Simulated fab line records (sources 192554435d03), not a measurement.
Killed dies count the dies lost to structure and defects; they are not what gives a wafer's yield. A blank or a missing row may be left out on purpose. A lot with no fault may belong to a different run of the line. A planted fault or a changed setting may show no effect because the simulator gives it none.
Comparing a struck lot with a sound one + flow n5-finfet + 14 out of 1938 route steps
Sound: these wafers, L403.3, L403.5, L403.6. Wafers L407.2, L407.4, L407.5 were the ones struck. The cause comes at the end.
Each step with rows lists, per side, the tool, then ch with its chambers, then its first start. Under that, the readings that differ: sound wafers + struck wafers + difference of the means + sigmas: that difference in standard deviations of wafers without a fault.
alike: a reading whose means differ by less than 2 such deviations, as well as words and numbers matching on both sides. not compared: withheld readings; readings where some wafer has no value; bounds like >300 that might hide an equal value; numbers whose values overlap and for which the record gives no deviation.
A row with sigmas, a row that says differs or no value, or rows on one side alone: a step with any of these is where the two part. Non-overlapping numbers with no deviation appear without sigmas and do not part them. A reading that every wafer of one side lacks parts them only if that side has two wafers or more.

N5_BEOL_M10_RS_MEAS_57: measurement is done with a four-point probe.
  sound on film-metro-01, day 11 11:08; struck on film-metro-01, day 13 05:58
  alike: M10_RS
N5_BEOL_M10_INSPECT_58: inspects for defects (darkfield).
  sound on defect-inspect-01, day 11 11:10; struck on defect-inspect-02, day 13 05:59
  alike: raw-defect-count
N5_BEOL_M11_ILD_DEP_00: deposits SiCOH lowk from DEMS/porogen, target thk 308.51 nm, time 58 s.
  sound on pecvd-02 ch 0,1,2, day 11 11:12; struck on pecvd-02 ch 1,2, day 13 06:02
  alike: heater-power-w, showerhead-plenum-p-Torr, throttle-valve-pct
  not compared: since-wet-clean-h
N5_BEOL_M11_CURE_71: cures SiCOH lowk, time 240 s.
  sound on uv-cure-02 ch 2, day 11 11:26; struck on uv-cure-01 ch 2, day 13 06:11
  alike: lamp-power-pct, wafer_temp_C_max
N5_BEOL_M11_THK_MEAS_01:
  sound on film-metro-02, day 11 11:47; struck on film-metro-02, day 13 06:37
  alike: M11_ILD_THK
N5_BEOL_M11_PECVD_70: deposits SiO2 from TEOS/O2, target thk 20 nm, time 22.7 s.
  sound on pecvd-04 ch 0,1,2, day 11 11:50; struck on pecvd-03 ch 1,2, day 13 06:39
  alike: heater-power-w, showerhead-plenum-p-Torr, throttle-valve-pct
  not compared: since-wet-clean-h
N5_BEOL_M11_HM_DEP_02: deposits TiN, target thk 20 nm.
  sound on pvd-sputter-03, day 11 12:06; struck on pvd-sputter-02, day 13 09:09
  alike: throttle-valve-pct
then, 5 steps without rows for these wafers: N5_BEOL_M11_COAT_59 (time 60 s, resist thk 100 nm); N5_BEOL_M11_COAT_60 (time 60 s, resist thk 30 nm); N5_BEOL_M11_COAT_05 (resist thk 90 nm); N5_BEOL_M11_EBR_07; N5_BEOL_M11_SOFTBAKE_06 (time 60 s).
N5_BEOL_M11_EXPOSE_08: exposes mask M11.
  sound on arfi-scanner-02 ch 0, day 11 12:29; struck on arfi-scanner-02, day 13 09:31
  no value came back on the struck wafers for dipole-opening-deg (degrees), exposure-dose-mJ-cm2; on the sound wafers dipole-opening-deg (degrees) reads 40 40 40
  alike: mask
then, 1 step without rows for these wafers: N5_BEOL_M11_PEB_09 (peb time 60 s).

WHERE THEY PART
N5_BEOL_M11_EXPOSE_08 only, going by this record.

WHY: whatever the simulator had introduced
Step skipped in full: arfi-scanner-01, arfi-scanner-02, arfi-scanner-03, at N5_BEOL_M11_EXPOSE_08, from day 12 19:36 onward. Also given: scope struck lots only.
